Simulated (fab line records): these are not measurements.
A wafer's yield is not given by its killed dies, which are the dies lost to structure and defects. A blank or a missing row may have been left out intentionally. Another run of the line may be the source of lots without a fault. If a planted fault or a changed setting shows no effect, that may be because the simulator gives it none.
Which tool was responsible?    flow nandHarc    Sampling: 6 lots, 18 wafers, 4 of 1159 route steps

== WHAT THE GAUGES READ, wafer by wafer ==
NHARC_P_M0_INSPECT_27.
lot   measured      on                rawDefectCount
L630  day 6 19:24   defectInspect-01  132 115 106
L632  day 7 03:13   defectInspect-01  347 364 525
L634  day 7 20:55   defectInspect-01  233 344 391
L644  day 10 05:41  defectInspect-01  214 214 220
L647  day 10 18:11  defectInspect-01  323 433 439
L649  day 11 08:06  defectInspect-01  232 213 335

== WHAT TOOL EACH LOT RAN ON (gives the tool, then ch and the chambers of the sampled wafers, and finally the start) ==
lot   NHARC_P_M0_ETCH_15                            NHARC_P_M0_DEGAS_28          NHARC_P_M0_PVD_20
L630  rieDiel-13 ch 0,2,3, day 6 17:50 or earlier   pvdSputter-01, day 6 17:50   pvdSputter-01, day 6 17:57
L632  rieDiel-13 ch 2,3, day 7 01:37 or earlier     pvdSputter-02, day 7 01:37   pvdSputter-02, day 7 01:43
L634  rieDiel-01 ch 0,1,2, day 7 19:00 or earlier   pvdSputter-02, day 7 19:00   pvdSputter-02, day 7 19:07
L644  rieDiel-13 ch 1,2,3, day 10 04:07 or earlier  pvdSputter-01, day 10 04:07  pvdSputter-01, day 10 04:15
L647  rieDiel-13 ch 1,2,3, day 10 16:38 or earlier  pvdSputter-01, day 10 16:38  pvdSputter-01, day 10 16:44
L649  rieDiel-13 ch 0,1,3, day 11 06:30 or earlier  pvdSputter-03, day 11 06:30  pvdSputter-03, day 11 06:37
- NHARC_P_M0_ETCH_15: etches the open film in C4F8/Ar, target depth 150 nm, overetch 15 nm, time 82.5 s.
- NHARC_P_M0_DEGAS_28: time 60 s.
- NHARC_P_M0_PVD_20: deposits TaN, target thk 5 nm, time 8.06 s.

== THE ANSWER, worked out from the rows above alone ==
Rule: usual is defined by the lots themselves. The widest of any qualifying gaps counts: lots, ordered by their means at a reading, are off when they make up no more than a third of the lots, leave a main group of 4 or more, and stand apart from it by 3 or more times the standard deviation of that group's means. Not used: any main group whose means are identical at the precision the tables above print for the reading. A lot without any number at a reading at which 4 lots or more have one is off too. All remaining lots with rows at the step are treated as sound.
No lot is off on any of the readings shown, so nothing can be concluded from this.

== WHAT WAS PUT IN BY THE SIMULATOR ==
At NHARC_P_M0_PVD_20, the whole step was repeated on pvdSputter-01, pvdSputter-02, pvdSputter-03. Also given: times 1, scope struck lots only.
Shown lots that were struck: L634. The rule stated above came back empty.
